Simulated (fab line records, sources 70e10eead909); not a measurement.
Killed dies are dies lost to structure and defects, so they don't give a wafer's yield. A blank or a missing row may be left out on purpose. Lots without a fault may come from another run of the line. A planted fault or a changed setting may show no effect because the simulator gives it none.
Which tool did it? | flow nand_harc | 24 lots, 72 wafers sampled, at 6 steps of a route of 1159

WHAT THE GAUGES READ, wafer by wafer
NHARC_P_STI_OVL_MEAS_10.
lot  | measured    | on         | overlay_x_nm (nm) | overlay_y_nm (nm)
L074 | day 2 12:44 | overlay-01 | 9 8 9             | -8 -8 -8
L075 | day 2 16:31 | overlay-01 | -1 0 0            | -7 -8 -8
L076 | day 3 02:11 | overlay-01 | -8 -8 -8          | -4 -5 -4
L077 | day 3 02:01 | overlay-01 | 8 8 8             | -1 -2 -2
L078 | day 3 11:31 | overlay-01 | 8 8 8             | -8 -8 -9
L079 | day 3 16:59 | overlay-01 | 3 3 4             | -3 -4 -3
L080 | day 3 23:28 | overlay-01 | 7 7 8             | 7 7 8
L081 | day 4 05:02 | overlay-01 | 0 0 0             | 0 -1 0
L082 | day 4 11:43 | overlay-01 | -13 -13 -13       | -6 -6 -7
L083 | day 4 19:38 | overlay-01 | -6 -6 -6          | 0 0 0
L084 | day 4 19:47 | overlay-02 | 2 2 2             | 1 0 1
L085 | day 5 07:09 | overlay-01 | 4 4 4             | -3 -3 -3
L086 | day 5 11:02 | overlay-02 | 6 7 6             | 3 3 2
L087 | day 5 17:10 | overlay-01 | -2 -2 -2          | 4 4 3
L088 | day 5 22:55 | overlay-01 | 1 1 2             | 7 7 7
L089 | day 6 05:50 | overlay-01 | 1 1 1             | 10 10 11
L090 | day 6 15:22 | overlay-01 | -5 -5 -5          | 6 5 6
L091 | day 6 15:32 | overlay-02 | -5 -5 -5          | 1 1 1
L092 | day 7 02:40 | overlay-01 | -4 -3 -3          | -6 -6 -6
L093 | day 7 02:30 | overlay-02 | 6 6 6             | 4 3 4
L094 | day 7 13:30 | overlay-01 | -6 -5 -5          | 1 0 0
L095 | day 7 13:20 | overlay-02 | 1 1 1             | 9 9 9
L096 | day 8 00:07 | overlay-01 | 0 0 0             | -8 -8 -9
L097 | day 8 05:34 | overlay-02 | 6 6 6             | 2 2 2

NHARC_P_M0_CD_MEAS_09: target cd 90 nm.
lot  | measured     | on        | cd_nm (nm)
L074 | day 6 05:58  | cd_sem-01 | 90.5 90.2 90.4
L075 | day 6 06:23  | cd_sem-01 | 90.5 89.8 90.5
L076 | day 6 10:17  | cd_sem-01 | 90.2 89.8 90.3
L077 | day 6 10:34  | cd_sem-01 | 89.6 89.5 89.7
L078 | day 6 19:45  | cd_sem-03 | 89.7 89.4 90.1
L079 | day 7 10:14  | cd_sem-01 | 89.9 89.9 89.6
L080 | day 7 06:38  | cd_sem-01 | 90.2 89.7 90.2
L081 | day 7 17:16  | cd_sem-01 | 90.0 89.5 90.6
L082 | day 7 16:44  | cd_sem-02 | 90.2 90.3 89.7
L083 | day 8 07:40  | cd_sem-03 | 89.6 89.9 89.9
L084 | day 8 08:57  | cd_sem-02 | 89.9 90.2 89.7
L085 | day 9 05:17  | cd_sem-03 | 89.7 89.2 89.1
L086 | day 9 06:02  | cd_sem-01 | 90.7 90.4 90.6
L087 | day 9 21:29  | cd_sem-02 | 89.7 89.4 88.6
L088 | day 9 04:18  | cd_sem-03 | 90.9 90.9 90.7
L089 | day 9 22:02  | cd_sem-03 | 88.9 89.1 89.9
L090 | day 9 23:19  | cd_sem-02 | 89.7 89.8 89.8
L091 | day 9 22:39  | cd_sem-02 | 89.7 89.6 90.1
L092 | day 10 12:16 | cd_sem-02 | 88.8 90.3 89.9
L093 | day 10 06:40 | cd_sem-01 | 89.9 90.1 89.1
L094 | day 11 11:17 | cd_sem-02 | 90.1 89.6 90.3
L095 | day 11 11:57 | cd_sem-03 | 91.0 90.0 89.8
L096 | day 11 12:30 | cd_sem-01 | 89.8 89.6 89.0
L097 | day 11 19:52 | cd_sem-02 | 89.4 89.9 89.7

NHARC_P_M0_INSPECT_11.
lot  | measured     | on                | raw_defect_count
L074 | day 6 06:05  | defect_inspect-02 | 2 2 2
L075 | day 6 06:31  | defect_inspect-02 | 5 4 5
L076 | day 6 10:25  | defect_inspect-01 | 3 8 5
L077 | day 6 10:41  | defect_inspect-01 | 5 4 12
L078 | day 6 19:52  | defect_inspect-02 | 3 7 4
L079 | day 7 10:22  | defect_inspect-02 | 3 6 5
L080 | day 7 06:45  | defect_inspect-02 | 9 5 1
L081 | day 7 17:24  | defect_inspect-02 | 6 6 4
L082 | day 7 16:52  | defect_inspect-01 | 3 7 3
L083 | day 8 07:48  | defect_inspect-01 | 0 8 5
L084 | day 8 09:04  | defect_inspect-02 | 8 2 5
L085 | day 9 05:25  | defect_inspect-02 | 2 4 5
L086 | day 9 06:10  | defect_inspect-01 | 5 2 5
L087 | day 9 21:37  | defect_inspect-02 | 2 4 2
L088 | day 9 04:26  | defect_inspect-02 | 2 4 4
L089 | day 9 22:10  | defect_inspect-02 | 2 3 5
L090 | day 9 23:26  | defect_inspect-01 | 3 3 1
L091 | day 9 22:47  | defect_inspect-02 | 3 2 2
L092 | day 10 12:23 | defect_inspect-01 | 4 3 3
L093 | day 10 06:47 | defect_inspect-02 | 8 3 1
L094 | day 11 11:25 | defect_inspect-02 | 3 8 1
L095 | day 11 12:05 | defect_inspect-02 | 0 3 2
L096 | day 11 12:37 | defect_inspect-01 | 3 2 4
L097 | day 11 19:59 | defect_inspect-02 | 2 6 2

WHICH TOOL RAN EACH LOT (tool, then ch and the chambers of the sampled wafers, then the start)
lot  | NHARC_P_ZERO_WELL_RTA_42        | NHARC_P_GATE_STRIP_108             | NHARC_P_CONTACT_CMP_24
L074 | rtp_anneal-02 ch 0, day 1 19:04 | rie_diel-07 ch 1,2, day 4 17:19    | cmp-02 ch 0,1,3, day 6 04:42
L075 | rtp_anneal-02 ch 0, day 2 00:32 | rie_diel-13 ch 1,2, day 4 18:32    | cmp-01 ch 1,3, day 6 05:06
L076 | rtp_anneal-01 ch 0, day 2 06:53 | rie_diel-07 ch 1,3, day 5 05:01    | cmp-01 ch 1,3, day 6 08:49
L077 | rtp_anneal-02 ch 0, day 2 13:01 | rie_diel-07 ch 1,3, day 5 05:16    | cmp-02 ch 0,2,3, day 6 09:11
L078 | rtp_anneal-02 ch 0, day 2 18:44 | rie_diel-07 ch 0,1,3, day 5 16:09  | cmp-01 ch 0,1, day 6 18:29
L079 | rtp_anneal-01 ch 0, day 3 01:02 | rie_diel-07 ch 2,3, day 6 03:17    | cmp-03 ch 0,1,2, day 7 09:07
L080 | rtp_anneal-01 ch 0, day 3 06:58 | rie_diel-07 ch 1,3, day 6 02:46    | cmp-02 ch 0,1,3, day 7 05:30
L081 | rtp_anneal-01 ch 0, day 3 13:08 | rie_diel-01 ch 1,2, day 6 13:44    | cmp-01 ch 1,2, day 7 16:00
L082 | rtp_anneal-02 ch 0, day 3 18:49 | rie_diel-13 ch 0,1, day 6 13:36    | cmp-02 ch 0,1,3, day 7 15:29
L083 | rtp_anneal-01 ch 0, day 4 00:41 | rie_diel-13 ch 1,2,3, day 7 05:28  | cmp-03 ch 0,2,3, day 8 06:22
L084 | rtp_anneal-02 ch 0, day 4 06:47 | rie_diel-01 ch 0,1,2, day 7 06:04  | cmp-02 ch 0,1,3, day 8 07:26
L085 | rtp_anneal-01 ch 0, day 4 13:13 | rie_diel-07 ch 0,1,2, day 8 04:31  | cmp-01 ch 2,3, day 9 03:58
L086 | rtp_anneal-01 ch 0, day 4 19:06 | rie_diel-07 ch 1,2,3, day 8 04:54  | cmp-02 ch 1,2,3, day 9 04:41
L087 | rtp_anneal-02 ch 0, day 5 01:05 | rie_diel-13 ch 0,1,2, day 8 05:17  | cmp-01 ch 1,3, day 9 20:10
L088 | rtp_anneal-02 ch 0, day 5 07:01 | rie_diel-07 ch 1,2, day 8 04:12    | cmp-02 ch 2,3, day 9 02:59
L089 | rtp_anneal-02 ch 0, day 5 12:47 | rie_diel-13 ch 0,2,3, day 8 07:31  | cmp-03 ch 0,2,3, day 9 20:43
L090 | rtp_anneal-01 ch 0, day 5 19:14 | rie_diel-07 ch 0,2,3, day 8 21:17  | cmp-01 ch 1,2, day 9 22:01
L091 | rtp_anneal-02 ch 0, day 6 01:05 | rie_diel-07 ch 0,2,3, day 8 20:48  | cmp-02 ch 1,3, day 9 21:28
L092 | rtp_anneal-02 ch 0, day 6 06:52 | rie_diel-07 ch 0,2, day 9 07:48    | cmp-02 ch 2,3, day 10 10:47
L093 | rtp_anneal-01 ch 0, day 6 12:53 | rie_diel-07 ch 2,3, day 9 07:07    | cmp-02 ch 1,2,3, day 10 05:29
L094 | rtp_anneal-02 ch 0, day 6 19:06 | rie_diel-07 ch 0,1,2, day 10 03:28 | cmp-02 ch 0,1, day 11 10:07
L095 | rtp_anneal-02 ch 0, day 7 00:43 | rie_diel-01 ch 0,1,2, day 10 03:31 | cmp-03 ch 1,2,3, day 11 10:39
L096 | rtp_anneal-02 ch 0, day 7 07:10 | rie_diel-01 ch 0,1,2, day 10 10:17 | cmp-02 ch 0,1,3, day 11 11:11
L097 | rtp_anneal-02 ch 0, day 7 12:53 | rie_diel-01 ch 0,3, day 10 20:19   | cmp-02 ch 1,2,3, day 11 18:41
- NHARC_P_ZERO_WELL_RTA_42: time 300 s.
- NHARC_P_GATE_STRIP_108: strips in O2.
- NHARC_P_CONTACT_CMP_24: polishes, t overpolish 30 s, target thk 200 nm.

WHAT THE TOOLS THEMSELVES READ (means of the sampled wafers that have a number; where no wafer has one, the mark that the record gives instead)
NHARC_P_ZERO_WELL_RTA_42.
lot  | tool          | lamp_power_pct (%) | wafer_temp_C_max
L074 | rtp_anneal-02 | 42.2               | 1105.3
L075 | rtp_anneal-02 | 42.1               | 1105.2
L076 | rtp_anneal-01 | 36.9               | 1108.3
L077 | rtp_anneal-02 | 42.2               | 1104.3
L078 | rtp_anneal-02 | 42.2               | 1105.9
L079 | rtp_anneal-01 | 36.9               | 1108.3
L080 | rtp_anneal-01 | 36.9               | 1107.9
L081 | rtp_anneal-01 | 36.9               | 1106.5
L082 | rtp_anneal-02 | 42.2               | 1105.0
L083 | rtp_anneal-01 | 37.0               | 1108.9
L084 | rtp_anneal-02 | 42.1               | 1105.7
L085 | rtp_anneal-01 | 36.9               | 1107.4
L086 | rtp_anneal-01 | 36.8               | 1108.8
L087 | rtp_anneal-02 | 42.1               | 1104.3
L088 | rtp_anneal-02 | 42.2               | 1104.5
L089 | rtp_anneal-02 | 42.2               | 1104.3
L090 | rtp_anneal-01 | 37.0               | 1108.3
L091 | rtp_anneal-02 | 42.2               | 1105.0
L092 | rtp_anneal-02 | 42.1               | 1105.5
L093 | rtp_anneal-01 | 36.9               | 1108.3
L094 | rtp_anneal-02 | 42.1               | 1105.0
L095 | rtp_anneal-02 | 42.1               | 1105.0
L096 | rtp_anneal-02 | 42.2               | 1104.3
L097 | rtp_anneal-02 | 42.2               | 1104.3

NHARC_P_GATE_STRIP_108.
lot  | tool        | drypump_motor_current_A (A) | oes_product_au (a.u.) | rf_vpp_V (V) | showerhead_plenum_p_Torr (Torr) | throttle_valve_pct (%)
L074 | rie_diel-07 | 5.6                         | 0.997                 | 58.6         | 3.52                            | 17.035
L075 | rie_diel-13 | 6.1                         | 0.997                 | 57.7         | 3.36                            | 17.031
L076 | rie_diel-07 | 6.0                         | 1.000                 | 57.7         | 3.42                            | 17.030
L077 | rie_diel-07 | 5.8                         | 0.995                 | 58.0         | 3.52                            | 17.037
L078 | rie_diel-07 | 5.6                         | 1.009                 | 58.2         | 3.56                            | 17.033
L079 | rie_diel-07 | 5.9                         | 0.998                 | 57.1         | 3.30                            | 17.042
L080 | rie_diel-07 | 5.8                         | 1.007                 | 57.7         | 3.52                            | 17.041
L081 | rie_diel-01 | 6.0                         | 1.006                 | 57.7         | 3.49                            | 17.038
L082 | rie_diel-13 | 6.0                         | 1.008                 | 57.2         | 3.44                            | 17.032
L083 | rie_diel-13 | 5.8                         | 1.006                 | 57.8         | 3.39                            | 17.031
L084 | rie_diel-01 | 5.9                         | 1.002                 | 57.6         | 3.48                            | 17.034
L085 | rie_diel-07 | 5.4                         | 0.997                 | 58.2         | 3.55                            | 17.032
L086 | rie_diel-07 | 5.8                         | 1.008                 | 57.9         | 3.40                            | 17.040
L087 | rie_diel-13 | 5.8                         | 1.000                 | 57.7         | 3.40                            | 17.034
L088 | rie_diel-07 | 5.6                         | 0.998                 | 57.8         | 3.51                            | 17.036
L089 | rie_diel-13 | 5.5                         | 0.997                 | 57.7         | 3.44                            | 17.041
L090 | rie_diel-07 | 5.5                         | 0.998                 | 57.2         | 3.44                            | 17.036
L091 | rie_diel-07 | 5.5                         | 1.002                 | 58.0         | 3.44                            | 17.032
L092 | rie_diel-07 | 5.2                         | 1.004                 | 57.9         | 3.59                            | 17.039
L093 | rie_diel-07 | 5.9                         | 0.984                 | 57.5         | 3.30                            | 17.046
L094 | rie_diel-07 | 5.4                         | 1.005                 | 57.7         | 3.55                            | 17.031
L095 | rie_diel-01 | 5.8                         | 1.003                 | 57.7         | 3.47                            | 17.040
L096 | rie_diel-01 | 5.8                         | 0.997                 | 58.6         | 3.47                            | 17.049
L097 | rie_diel-01 | 5.5                         | 1.003                 | 57.8         | 3.50                            | 17.027

NHARC_P_CONTACT_CMP_24.
lot  | tool   | motor_current_A (A) | overpolish_run_s (s) | time_to_endpoint_s (s)
L074 | cmp-02 | 12.4                | 29.996               | 36.5
L075 | cmp-01 | 13.6                | 29.995               | 38.9
L076 | cmp-01 | 13.9                | 30.002               | 39.3
L077 | cmp-02 | 11.7                | 30.003               | 35.9
L078 | cmp-01 | 13.9                | 30.003               | 41.3
L079 | cmp-03 | 11.1                | 30.005               | 41.7
L080 | cmp-02 | 12.3                | 29.999               | 40.8
L081 | cmp-01 | 12.9                | 29.996               | 42.4
L082 | cmp-02 | 12.2                | 29.999               | 40.6
L083 | cmp-03 | 11.6                | 29.996               | 41.6
L084 | cmp-02 | 12.4                | 29.993               | 41.1
L085 | cmp-01 | 11.9                | 29.993               | 39.8
L086 | cmp-02 | 11.3                | 30.004               | 40.4
L087 | cmp-01 | 12.7                | 30.000               | 40.2
L088 | cmp-02 | 10.8                | 29.992               | 37.2
L089 | cmp-03 | 11.4                | 29.997               | 41.4
L090 | cmp-01 | 13.1                | 29.999               | 38.5
L091 | cmp-02 | 12.2                | 29.999               | 41.0
L092 | cmp-02 | 10.9                | 30.011               | 42.6
L093 | cmp-02 | 11.4                | 30.006               | 39.2
L094 | cmp-02 | 12.7                | 30.005               | 42.2
L095 | cmp-03 | 11.3                | 29.999               | 37.2
L096 | cmp-02 | 12.2                | 30.003               | 41.3
L097 | cmp-02 | 11.8                | 29.993               | 40.8

THE ANSWER, worked out from the rows above alone
Rule: what is usual is taken from the lots themselves. Put in order of their means at a reading, lots are off if they are a third of the lots or fewer, leave a main group of 4 or more, and stand apart from it by a gap of 3 or more times the standard deviation of the main group's means; of several such gaps the widest counts. A main group whose means are all the same, to the digits that the tables above print for the reading, isn't used. A lot without any number at a reading at which 4 lots or more have one is off too. The other lots that the step has rows for count as sound. The gauges are gone through in route order, then the tools' own readings, and for those a lot's mean is taken as printed above. The first step at which some lot is off is used, and at that step the reading that is off furthest; a lot without a number counts as furthest.
No lot is off at any reading shown: from this, nothing can be told.

WHAT THE SIMULATOR HAD PUT IN
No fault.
